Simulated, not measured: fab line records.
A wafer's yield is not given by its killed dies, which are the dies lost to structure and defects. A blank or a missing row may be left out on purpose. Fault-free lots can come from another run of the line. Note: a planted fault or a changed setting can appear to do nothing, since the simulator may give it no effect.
One fault seen from 2 desks	flow n5Finfet	each desk holds nothing but its own numbers, with what lay behind them at the end

## FOR THE TOOL OWNER'S DESK: rieDiel-06
The tool's own readings at N5_BEOL_M5_ETCH_62 (etches SOC in N2/H2, target depth 75 nm, overetch 15 nm, time 112.5 s): means of the sampled wafers that have a number, for each lot that ran on this tool. If a lot's mean is further than 4 standard deviations from the usual mean, the lot is out of limits and carries the mark OUT (the distance appears in the brackets).
Columns: A = drypumpMotorCurrentA at N5_BEOL_M5_ETCH_62, usual 5.7 A; B = h2FlowSccm at N5_BEOL_M5_ETCH_62, usual 199.9 sccm; C = oesProductAu at N5_BEOL_M5_ETCH_62, usual 0.62 a.u.; D = rfFwdPowerW at N5_BEOL_M5_ETCH_62, usual 836.3 W; E = rfVppV at N5_BEOL_M5_ETCH_62, usual 523.9 V; F = showerheadPlenumPTorr at N5_BEOL_M5_ETCH_62, usual 2.54 Torr; G = throttleValvePct at N5_BEOL_M5_ETCH_62, usual 17.82 %
lot	first seen here	A	B	C	D	E	F	G
L202	day 10 13:16	6.2	199.7	0.63	834.7	526.6	2.63	17.65
L206	day 11 21:12	5.9	200.4	0.66	833.9	524.8	2.57	17.68
L209	day 12 10:47	5.9	198.9	0.58	835.5	526.2	2.60	17.78
L210	day 12 19:37	6.2	200.0	0.62	631.1 (-79) OUT	575.6 (+24) OUT	2.58	17.64
L211	day 12 23:59	5.7	199.9	0.68	637.4 (-77) OUT	574.4 (+23) OUT	2.59	17.79
L213	day 13 09:00	5.9	200.2	0.64	634.5 (-78) OUT	575.1 (+23) OUT	2.60	17.75
This desk's verdict: out of limits on L210, L211, L213, starting with L210 at day 12 19:37 (rfFwdPowerW at N5_BEOL_M5_ETCH_62). Within limits: L202, L206, L209.

## AT THE METROLOGY DESK
Lot by lot, what the gauges showed, no matter which tool ran the lot: averages of those sampled wafers that carry a number. If a lot's mean is further than 4 standard deviations from the usual mean, the lot is out of limits and carries the mark OUT (the distance appears in the brackets).
Columns: A = M5_OVL at N5_BEOL_M5_OVL_MEAS_12, usual 0.0 nm
lot	first seen here	A
L196	day 9 14:31	0.3
L201	day 10 10:57	0.7
L202	day 10 13:05	-0.9
L206	day 11 21:02	-0.5
L209	day 12 10:16	-0.4
L210	day 12 19:22	0.7
L211	day 12 21:50	-0.6
L212	day 13 05:33	-0.2
L213	day 13 08:26	0.3
L215	day 13 12:19	-0.5
Finding of this desk: none of the 10 lots has anything out of limits.

## TAKEN TOGETHER
The tool owner's desk could have raised an alarm at day 12 19:37, on L210, L211, L213.
Nothing out of limits was seen by the metrology desk.
The metrology desk holds a record of L210, L211, L213, inside its limits.
N5_BEOL_M5_ETCH_62 was run on rieDiel-06 by each of the lots named.

## WHAT WAS PUT IN BY THE SIMULATOR
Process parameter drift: rieDiel-06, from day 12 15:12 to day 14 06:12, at N5_BEOL_M5_ETCH_62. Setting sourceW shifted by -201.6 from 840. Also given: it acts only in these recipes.
Lots struck among those shown: L210, L211, L213.
Time in hours from fault onset to the first out-of-limits reading at each desk: the tool owner's desk, 4.
